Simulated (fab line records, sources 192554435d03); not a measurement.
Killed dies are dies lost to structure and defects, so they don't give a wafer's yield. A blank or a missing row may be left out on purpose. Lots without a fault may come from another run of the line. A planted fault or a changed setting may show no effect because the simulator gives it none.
Chamber matching | flow n5_finfet | N5_BEOL_M2_DEP_57 on pecvd-02: 3 sister chambers
The step deposits SiCN from 3MS/NH3, target thk 8 nm, time 14 s. 16 wafers are shown with their chamber, then 8 later ones without.

WAFERS WITH THEIR CHAMBER
wafer  | chamber | throttle_valve_pct (%) | showerhead_plenum_p_Torr (Torr)
L074.3 | 2       | 7.9                    | 3.657
L074.4 | 2       | 8.1                    | 3.669
L074.5 | 1       | 9.7                    | 3.673
L083.4 | 1       | 9.4                    | 3.670
L083.5 | 2       | 7.9                    | 3.668
L083.6 | 0       | 9.0                    | 3.648
L085.1 | 1       | 9.4                    | 3.673
L085.4 | 2       | 8.2                    | 3.662
L085.5 | 1       | 9.6                    | 3.676
L086.1 | 2       | 7.8                    | 3.656
L086.4 | 1       | 9.3                    | 3.673
L086.6 | 1       | 9.5                    | 3.682
L087.1 | 1       | 9.5                    | 3.674
L087.2 | 0       | 8.8                    | 3.648
L087.3 | 2       | 7.8                    | 3.661
L088.1 | 2       | 8.0                    | 3.657

SIGNATURES (means of the wafers above)
reading                  | chamber 0 | chamber 1 | chamber 2 | scatter within a chamber
throttle_valve_pct       | 8.900     | 9.486     | 7.957     | 0.143
showerhead_plenum_p_Torr | 3.64800   | 3.67443   | 3.66143   | 0.00443
Rule: a wafer's distance from a chamber is the root of the sum, over the readings, of the square of ((its reading less the chamber's mean) divided by the reading's scatter). The wafer belongs to the nearest chamber; if the next one is less than 2 further off, it can't be placed. The scatter: the root of (the sum of the squares of (reading less its chamber's mean) over the shown wafers, divided by (wafers less chambers)).

WAFERS WITHOUT THEIR CHAMBER
wafer  | throttle_valve_pct (%) | showerhead_plenum_p_Torr (Torr)
L088.3 | 9.5                    | 3.680
L088.4 | 9.0                    | 3.654
L093.1 | 8.1                    | 3.655
L093.4 | 8.3                    | 3.658
L093.6 | 8.9                    | 3.645
L094.2 | 9.4                    | 3.663
L094.3 | 7.9                    | 3.659
L094.6 | 8.0                    | 3.657

WHICH CHAMBER EACH WENT THROUGH
wafer  | from the rows above | in truth
L088.3 | 1                   | 1
L088.4 | 0                   | 0
L093.1 | 2                   | 2
L093.4 | 2                   | 2
L093.6 | 0                   | 0
L094.2 | 1                   | 1
L094.3 | 2                   | 2
L094.6 | 2                   | 2
Placed correctly: 8 of 8. Can't be placed from these rows: 0. Placed wrongly: 0.
